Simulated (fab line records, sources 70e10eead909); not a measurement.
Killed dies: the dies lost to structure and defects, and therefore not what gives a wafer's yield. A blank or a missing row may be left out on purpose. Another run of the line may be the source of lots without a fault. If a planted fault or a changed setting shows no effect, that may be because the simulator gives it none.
Struck lot and sound lot, side by side	flow nand-harc	15 out of 1159 route steps
Sound: wafers L209.2, L209.3, L209.5. Wafers struck: L210.2, L210.3, L210.4. The cause comes at the end.
At each step with rows: each side's tool, then ch and its chambers, then its first start. Under that, the readings that differ: sound wafers	struck wafers	difference of the means	sigmas: that difference in standard deviations of wafers without a fault.
alike: a reading whose means differ by less than 2 such deviations, as well as words and numbers matching on both sides. not compared: withheld readings; readings where some wafer has no value; bounds like >300 that might hide an equal value; numbers whose values overlap and for which the record gives no deviation.
A row with sigmas, a row that says differs or no value, or rows on one side alone: a step with any of these is where the two part. Numbers that have no deviation but don't overlap get no sigmas and don't part them. A reading missing from all wafers of one side parts the sides only when that side holds two or more wafers.

NHARC_P_M2_PRE_CLEAN_32: time 12 s.
  sound on pecvd-04 ch 0,1, day 7 09:14; struck on pecvd-02 ch 0,2, day 8 01:07
  alike: heater-power-w, rf-fwd-power-W
NHARC_P_M2_DEP_33: deposits SiCN, target thk 30 nm.
  sound on pecvd-04 ch 0,1, day 7 09:21; struck on pecvd-02 ch 0,2, day 8 01:12
  alike: heater-power-w, rf-fwd-power-W
NHARC_P_BONDPAD_DEP_00: deposits SiCN, target thk 250 nm.
  sound: pecvd-04 ch 0,1; struck: pecvd-02 ch 0,1,2
  alike: heater-power-w, rf-fwd-power-W
NHARC_P_BONDPAD_CMP_32: polishes SiCN, target thk 200 nm.
  sound on cmp-04 ch 1,2,3, day 7 10:07; struck on cmp-04 ch 1,2,3, day 8 02:11
  alike: motor-current-A
NHARC_P_BONDPAD_THK_MEAS_33: measures by ellipsometry.
  sound: film-metro-02 at day 7 10:22; struck: film-metro-02 at day 8 02:25
  alike: thk-nm
then, 7 steps without rows for these wafers: NHARC_P_BONDPAD_SRD_34; NHARC_P_BONDPAD_DEHYDRATE_01 (time 120 s); NHARC_P_BONDPAD_HMDS_02 (time 30 s); NHARC_P_BONDPAD_COAT_36 (time 65 s); NHARC_P_BONDPAD_COAT_03 (resist thk 600 nm); NHARC_P_BONDPAD_SOFTBAKE_04 (time 70 s); NHARC_P_BONDPAD_EBR_05.
NHARC_P_BONDPAD_EXPOSE_06: exposes mask P BPAD.
  sound on krf-scanner-03 ch 0, day 7 10:47; struck on krf-scanner-01 ch 0, day 8 02:50
reading	sound	struck	difference	sigmas
exposure-dose-mJ-cm2	37.09 37.05 37.01	37.73 37.76 37.79	+0.71	+20
  alike: mask
then, 1 step without rows for these wafers: NHARC_P_BONDPAD_PEB_07 (peb time 80 s).
-- the record jumps here: 13 days lie between the struck wafers' starts before and after (it left off in module P_BONDPAD and takes up again in module END, whose first step shown is number 1159 of the route) --
NHARC_END_SORT_01:
  here the record holds rows for the struck wafers (prober-02 ch 0, day 21 13:44) but none for the sound ones

== WHERE THEY PART ==
Last at NHARC_END_SORT_01 as far as this record goes, first at NHARC_P_BONDPAD_EXPOSE_06.

WHY: what had been put in by the simulator
Drift in process parameters on krf-scanner-01 at NHARC_P_BONDPAD_EXPOSE_06, starting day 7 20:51. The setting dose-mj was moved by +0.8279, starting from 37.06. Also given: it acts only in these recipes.
